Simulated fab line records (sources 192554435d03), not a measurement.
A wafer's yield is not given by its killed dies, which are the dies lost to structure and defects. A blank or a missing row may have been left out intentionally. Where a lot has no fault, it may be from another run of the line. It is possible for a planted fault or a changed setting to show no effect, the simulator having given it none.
Matching of chambers :: flow n5 finfet :: N5_ILD0_CMP_07 on cmp-02: 4 sister chambers
The step polishes SiO2 flowable, stops on poly-Si, t overpolish 1.18 s, target thk 138.88 nm. 7 wafers are shown with their chamber, then 8 later ones without.

WAFERS, EACH WITH ITS CHAMBER
wafer: L078.2
chamber: 1
motor current A (A): 13.1
slurry filter dp kPa (kPa): 13.47

wafer: L082.3
chamber: 1
motor current A (A): 13.1
slurry filter dp kPa (kPa): 13.72

wafer: L082.6
chamber: 0
motor current A (A): 11.9
slurry filter dp kPa (kPa): 13.67

wafer: L089.1
chamber: 3
motor current A (A): 13.5
slurry filter dp kPa (kPa): 13.52

wafer: L089.2
chamber: 2
motor current A (A): 12.4
slurry filter dp kPa (kPa): 13.32

wafer: L089.4
chamber: 0
motor current A (A): 11.9
slurry filter dp kPa (kPa): 13.59

wafer: L091.3
chamber: 2
motor current A (A): 12.1
slurry filter dp kPa (kPa): 13.47

WAFERS WITHOUT THEIR CHAMBER
wafer: L091.4
motor current A (A): 12.6
slurry filter dp kPa (kPa): 13.47

wafer: L091.5
motor current A (A): 12.9
slurry filter dp kPa (kPa): 13.41

wafer: L094.2
motor current A (A): 14.4
slurry filter dp kPa (kPa): 13.80

wafer: L094.3
motor current A (A): 12.7
slurry filter dp kPa (kPa): 13.49

wafer: L094.4
motor current A (A): 11.9
slurry filter dp kPa (kPa): 13.58

wafer: L096.1
motor current A (A): 12.7
slurry filter dp kPa (kPa): 13.29

wafer: L096.2
motor current A (A): 13.6
slurry filter dp kPa (kPa): 13.35

wafer: L096.5
motor current A (A): 13.0
slurry filter dp kPa (kPa): 13.55

EACH ONE'S CHAMBER
wafer: L091.4
from the rows above: can't be placed: 2 or 1
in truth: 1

wafer: L091.5
from the rows above: 1
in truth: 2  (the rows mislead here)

wafer: L094.2
from the rows above: 3
in truth: 3

wafer: L094.3
from the rows above: can't be placed: 1 or 2
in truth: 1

wafer: L094.4
from the rows above: 0
in truth: 0

wafer: L096.1
from the rows above: can't be placed: 2 or 1
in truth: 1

wafer: L096.2
from the rows above: 3
in truth: 3

wafer: L096.5
from the rows above: 1
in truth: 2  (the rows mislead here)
Correctly placed: 3 of 8. Not placeable from these rows: 3 (in 3, the candidates include the true chamber). Number placed wrongly: 2.
How it was worked out, from the rows above alone: a wafer's distance from a chamber is the root of the sum, over the readings, of the square of ((its reading less the chamber's mean) divided by the reading's scatter). The wafer belongs to the nearest chamber; if the next one is less than 2 further off, it can't be placed. For every chamber, the mean is computed from those of its wafers that are shown. How the scatter is found: for the shown wafers, subtract from each reading the mean of its chamber, square and add these, divide the total by (wafers less chambers), then take the root.
